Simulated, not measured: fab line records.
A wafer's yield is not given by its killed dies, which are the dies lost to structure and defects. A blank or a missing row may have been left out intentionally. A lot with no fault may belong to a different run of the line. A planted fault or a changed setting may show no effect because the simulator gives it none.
The tool behind it: which one? / flow nandHarc / 36 wafers from 12 lots sampled at 6 of the route's 1302 steps

== WHAT EACH GAUGE READ, for each wafer ==
NHARC_P_M2_CD_MEAS_09: target cd 170 nm.
lot=L154; measured=day 6 08:30; on=cdSem-01; cdNm (nm)=170.4 169.8 170.1
lot=L157; measured=day 7 20:07; on=cdSem-01; cdNm (nm)=169.1 169.0 169.6
lot=L159; measured=day 8 08:20; on=cdSem-02; cdNm (nm)=169.2 171.5 169.7
lot=L162; measured=day 9 17:02; on=cdSem-01; cdNm (nm)=170.0 171.8 170.3
lot=L165; measured=day 10 22:41; on=cdSem-03; cdNm (nm)=170.7 169.8 169.6
lot=L168; measured=day 12 06:45; on=cdSem-03; cdNm (nm)=169.6 170.4 170.0
lot=L167; measured=day 12 07:59; on=cdSem-02; cdNm (nm)=169.9 171.0 168.7
lot=L169; measured=day 12 14:11; on=cdSem-03; cdNm (nm)=169.8 169.4 169.7
lot=L172; measured=day 13 19:57; on=cdSem-01; cdNm (nm)=121.7 121.0 121.2
lot=L173; measured=day 14 05:08; on=cdSem-02; cdNm (nm)=120.7 120.7 121.7
lot=L176; measured=day 15 14:40; on=cdSem-03; cdNm (nm)=170.5 170.2 169.3
lot=L177; measured=day 16 01:54; on=cdSem-03; cdNm (nm)=168.6 170.5 169.7

NHARC_END_SORT_01.
lot=L157; measured=day 26 03:56; on=prober-01; defectLimitedYield (%)=94.4 93.5 96.5; killedAtArray=26 39 20; killedAtOther=1 2 1; killedAtPeriphery=11 3 3; killedDies=38 44 24; killedOpen=4 4 5; killedShort=1 3 2; sort_bin_2_pct (%)=2.2 1.6 0.9; sort_bin_3_pct (%)=0.3 0.6 0.4; sort_bin_4_pct (%)=3.1 4.3 2.2; sortNPass=639 633 653; sortRimYieldPct (%)=96 92 97; sortYieldPct (%)=94.4 93.5 96.5
lot=L165; measured=day 29 04:56; on=prober-02; defectLimitedYield (%)=94.8 95.9; killedAtArray=28 19; killedAtOther=6 5; killedAtPeriphery=1 4; killedDies=35 28; killedOpen=3 3; killedShort=0 5; sort_bin_2_pct (%)=1.8 1.0; sort_bin_3_pct (%)=0 0.3; sort_bin_4_pct (%)=3.4 2.8; sortNPass=642 649; sortRimYieldPct (%)=95 97; sortYieldPct (%)=94.8 95.9
lot=L172; measured=day 31 19:13; on=prober-01; defectLimitedYield (%)=0 0 0; killedAtArray=69 62 58; killedAtOther=1 0 0; killedAtPeriphery=607 615 619; killedDies=677 677 677; killedOpen=3 5 0; killedShort=1 3 2; sort_bin_2_pct (%)=92.9 93.4 95.1; sort_bin_3_pct (%)=1.2 0.7 0.4; sort_bin_4_pct (%)=5.9 5.9 4.4; sortNPass=0 0 0; sortRimYieldPct (%)=0 0 0; sortYieldPct (%)=0 0 0
lot=L173; measured=day 31 18:24; on=prober-02; defectLimitedYield (%)=0 0 0; killedAtArray=44 36 31; killedAtOther=2 1 2; killedAtPeriphery=631 640 644; killedDies=677 677 677; killedOpen=4 1 2; killedShort=1 3 0; sort_bin_2_pct (%)=94.5 95.0 96.0; sort_bin_3_pct (%)=0.4 0.6 0.6; sort_bin_4_pct (%)=5.0 4.4 3.4; sortNPass=0 0 0; sortRimYieldPct (%)=0 0 0; sortYieldPct (%)=0 0 0

== WHAT TOOL EACH LOT RAN ON (gives the tool, then ch and the chambers of the sampled wafers, and finally the start) ==
lot=L154; NHARC_P_M1_CMP_23=cmp-03 ch 1,2,3, day 6 06:50; NHARC_P_M1_DEP_33=pecvd-01 ch 0,1,2, day 6 07:25; NHARC_P_M2_PEB_07=lithoTrack-06 ch 0, day 6 08:25; NHARC_P_M2_ETCH_15=rieDiel-01 ch 0,1, no start
lot=L157; NHARC_P_M1_CMP_23=cmp-02 ch 1,2,3, day 7 18:19; NHARC_P_M1_DEP_33=pecvd-01 ch 0,2, day 7 18:58; NHARC_P_M2_PEB_07=lithoTrack-06 ch 0, day 7 20:02; NHARC_P_M2_ETCH_15=rieDiel-06 ch 2,3, day 26 03:56 or earlier
lot=L159; NHARC_P_M1_CMP_23=cmp-04 ch 0,3, day 8 06:32; NHARC_P_M1_DEP_33=pecvd-02 ch 0,1, day 8 07:10; NHARC_P_M2_PEB_07=lithoTrack-06 ch 0, day 8 08:15; NHARC_P_M2_ETCH_15=rieDiel-01 ch 0,1,2, no start
lot=L162; NHARC_P_M1_CMP_23=cmp-02 ch 0,1, day 9 15:09; NHARC_P_M1_DEP_33=pecvd-03 ch 0,1,2, day 9 15:54; NHARC_P_M2_PEB_07=lithoTrack-06 ch 0, day 9 16:58; NHARC_P_M2_ETCH_15=rieDiel-06 ch 0,3, no start
lot=L165; NHARC_P_M1_CMP_23=cmp-04 ch 0,1,3, day 10 19:33; NHARC_P_M1_DEP_33=pecvd-01 ch 0,1, day 10 21:16; NHARC_P_M2_PEB_07=lithoTrack-06 ch 0, day 10 22:37; NHARC_P_M2_ETCH_15=rieDiel-01 ch 1,3, day 29 04:56 or earlier
lot=L168; NHARC_P_M1_CMP_23=cmp-04 ch 1,2,3, day 12 05:02; NHARC_P_M1_DEP_33=pecvd-01 ch 1,2, day 12 05:40; NHARC_P_M2_PEB_07=lithoTrack-04 ch 0, day 12 06:40; NHARC_P_M2_ETCH_15=rieDiel-06 ch 1,2,3, no start
lot=L167; NHARC_P_M1_CMP_23=cmp-02 ch 0,1,2, day 12 06:06; NHARC_P_M1_DEP_33=pecvd-02 ch 0,1, day 12 06:46; NHARC_P_M2_PEB_07=lithoTrack-01 ch 0, day 12 07:55; NHARC_P_M2_ETCH_15=rieDiel-06 ch 0,1,2, no start
lot=L169; NHARC_P_M1_CMP_23=cmp-02 ch 0,2, day 12 12:10; NHARC_P_M1_DEP_33=pecvd-01 ch 1,2, day 12 12:46; NHARC_P_M2_PEB_07=lithoTrack-06 ch 0, day 12 14:06; NHARC_P_M2_ETCH_15=rieDiel-11 ch 1,2,3, no start
lot=L172; NHARC_P_M1_CMP_23=cmp-04 ch 1,3, day 13 18:13; NHARC_P_M1_DEP_33=pecvd-01 ch 0,1,2, day 13 18:53; NHARC_P_M2_PEB_07=lithoTrack-06 ch 0, day 13 19:52; NHARC_P_M2_ETCH_15=rieDiel-01 ch 0,2,3, day 31 19:13 or earlier
lot=L173; NHARC_P_M1_CMP_23=cmp-02 ch 0,2,3, day 14 03:16; NHARC_P_M1_DEP_33=pecvd-03 ch 0,1, day 14 03:58; NHARC_P_M2_PEB_07=lithoTrack-06 ch 0, day 14 05:03; NHARC_P_M2_ETCH_15=rieDiel-06 ch 0,2,3, day 31 18:24 or earlier
lot=L176; NHARC_P_M1_CMP_23=cmp-02 ch 0,2,3, day 15 12:47; NHARC_P_M1_DEP_33=pecvd-01 ch 0,1,2, day 15 13:28; NHARC_P_M2_PEB_07=lithoTrack-04 ch 0, day 15 14:35; NHARC_P_M2_ETCH_15=rieDiel-06 ch 0,1,3, no start
lot=L177; NHARC_P_M1_CMP_23=cmp-04 ch 1,2,3, day 16 00:11; NHARC_P_M1_DEP_33=pecvd-02 ch 0,1,2, day 16 00:47; NHARC_P_M2_PEB_07=lithoTrack-04 ch 0, day 16 01:49; NHARC_P_M2_ETCH_15=rieDiel-06 ch 0,1,3, no start
- NHARC_P_M1_CMP_23: polishes, t overpolish 20 s, target thk 157.82 nm.
- NHARC_P_M1_DEP_33: deposits SiCN, target thk 30 nm.
- NHARC_P_M2_PEB_07: peb time 65 s.
- NHARC_P_M2_ETCH_15: etches the open film in C4F8/Ar, target depth 182.5 nm, time 91.2 s.

== WHAT THE TOOLS THEMSELVES READ (means of the sampled wafers that have a number; where no wafer has one, the mark that the record gives instead) ==
NHARC_P_M1_CMP_23.
lot=L154; tool=cmp-03; motorCurrentA (A)=11.9; timeToEndpointS (s)=28
lot=L157; tool=cmp-02; motorCurrentA (A)=12.5; timeToEndpointS (s)=27
lot=L159; tool=cmp-04; motorCurrentA (A)=12.1; timeToEndpointS (s)=27
lot=L162; tool=cmp-02; motorCurrentA (A)=12.3; timeToEndpointS (s)=26
lot=L165; tool=cmp-04; motorCurrentA (A)=11.8; timeToEndpointS (s)=28
lot=L168; tool=cmp-04; motorCurrentA (A)=11.8; timeToEndpointS (s)=32
lot=L167; tool=cmp-02; motorCurrentA (A)=12.1; timeToEndpointS (s)=29
lot=L169; tool=cmp-02; motorCurrentA (A)=11.8; timeToEndpointS (s)=27
lot=L172; tool=cmp-04; motorCurrentA (A)=12.3; timeToEndpointS (s)=30
lot=L173; tool=cmp-02; motorCurrentA (A)=11.8; timeToEndpointS (s)=25
lot=L176; tool=cmp-02; motorCurrentA (A)=12.1; timeToEndpointS (s)=26
lot=L177; tool=cmp-04; motorCurrentA (A)=11.7; timeToEndpointS (s)=34

NHARC_P_M1_DEP_33.
lot=L154; tool=pecvd-01; heaterPowerW (W)=507
lot=L157; tool=pecvd-01; heaterPowerW (W)=487
lot=L159; tool=pecvd-02; heaterPowerW (W)=719
lot=L162; tool=pecvd-03; heaterPowerW (W)=568
lot=L165; tool=pecvd-01; heaterPowerW (W)=548
lot=L168; tool=pecvd-01; heaterPowerW (W)=596
lot=L167; tool=pecvd-02; heaterPowerW (W)=633
lot=L169; tool=pecvd-01; heaterPowerW (W)=615
lot=L172; tool=pecvd-01; heaterPowerW (W)=518
lot=L173; tool=pecvd-03; heaterPowerW (W)=636
lot=L176; tool=pecvd-01; heaterPowerW (W)=511
lot=L177; tool=pecvd-02; heaterPowerW (W)=659

NHARC_P_M2_PEB_07.
lot=L154; tool=lithoTrack-06; heaterPowerTotalW (W)=156.4
lot=L157; tool=lithoTrack-06; heaterPowerTotalW (W)=156.4
lot=L159; tool=lithoTrack-06; heaterPowerTotalW (W)=156.4
lot=L162; tool=lithoTrack-06; heaterPowerTotalW (W)=156.6
lot=L165; tool=lithoTrack-06; heaterPowerTotalW (W)=156.7
lot=L168; tool=lithoTrack-04; heaterPowerTotalW (W)=156.9
lot=L167; tool=lithoTrack-01; heaterPowerTotalW (W)=156.6
lot=L169; tool=lithoTrack-06; heaterPowerTotalW (W)=156.4
lot=L172; tool=lithoTrack-06; heaterPowerTotalW (W)=299.9
lot=L173; tool=lithoTrack-06; heaterPowerTotalW (W)=301.2
lot=L176; tool=lithoTrack-04; heaterPowerTotalW (W)=156.5
lot=L177; tool=lithoTrack-04; heaterPowerTotalW (W)=156.8

NHARC_P_M2_ETCH_15.
lot=L154; tool=rieDiel-01; oesProductAu (a.u.)=0.923; rfVppV (V)=439.3
lot=L157; tool=rieDiel-06; oesProductAu (a.u.)=0.919; rfVppV (V)=441.3
lot=L159; tool=rieDiel-01; oesProductAu (a.u.)=0.913; rfVppV (V)=441.7
lot=L162; tool=rieDiel-06; oesProductAu (a.u.)=0.933; rfVppV (V)=442.6
lot=L165; tool=rieDiel-01; oesProductAu (a.u.)=0.923; rfVppV (V)=441.0
lot=L168; tool=rieDiel-06; oesProductAu (a.u.)=0.918; rfVppV (V)=440.3
lot=L167; tool=rieDiel-06; oesProductAu (a.u.)=0.955; rfVppV (V)=439.5
lot=L169; tool=rieDiel-11; oesProductAu (a.u.)=0.979; rfVppV (V)=442.4
lot=L172; tool=rieDiel-01; oesProductAu (a.u.)=0.972; rfVppV (V)=441.2
lot=L173; tool=rieDiel-06; oesProductAu (a.u.)=0.979; rfVppV (V)=440.5
lot=L176; tool=rieDiel-06; oesProductAu (a.u.)=0.961; rfVppV (V)=441.4
lot=L177; tool=rieDiel-06; oesProductAu (a.u.)=0.971; rfVppV (V)=440.9

== THE ANSWER, worked out from the rows above alone ==
Rule: usual is defined by the lots themselves. The widest of any qualifying gaps counts: lots, ordered by their means at a reading, are off when they make up no more than a third of the lots, leave a main group of 4 or more, and stand apart from it by 3 or more times the standard deviation of that group's means. If all means in a main group match to the digits the tables above print for the reading, that group is not used. A lot without any number at a reading at which 4 lots or more have one is off too. Where the step has rows for the other lots, those lots are counted as sound. Order of review: gauges by route order, followed by the tools' own readings, for which a lot's mean as printed above is used. The first step at which some lot is off is used, and at that step the reading that is off furthest; a lot without a number counts as furthest.
Off, at NHARC_P_M2_CD_MEAS_09 on cdNm: L172, L173. Main group: mean 169.9 nm, sd 0.37.
If a tool, at a process step before that reading, ran all the lots that are off and no sound lot after the first of them, it fits. The gauges at NHARC_P_M2_CD_MEAS_09 aren't tried: what is off there is off at NHARC_P_M2_PEB_07 too, on other tools, and a gauge's error can't cause that. One fits: lithoTrack-06 at NHARC_P_M2_PEB_07. Its last sound lot is L169 (day 12 14:06), its first lot that is off L172 (day 13 19:52): a fault that began between those two fits.
The tool's own readings at NHARC_P_M2_PEB_07 bear it out: on the lots that are off they differ by more than 5 times the standard deviation of the sound lots' means. heaterPowerTotalW reads 300.5 W there against 156.6 W on the sound lots.

== WHAT THE SIMULATOR HAD INSERTED ==
Process parameters drifting: lithoTrack-06 at NHARC_P_M2_PEB_07, beginning at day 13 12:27. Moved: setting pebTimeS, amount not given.
Lots struck among those shown: L172, L173. The rule given above showed the same thing.
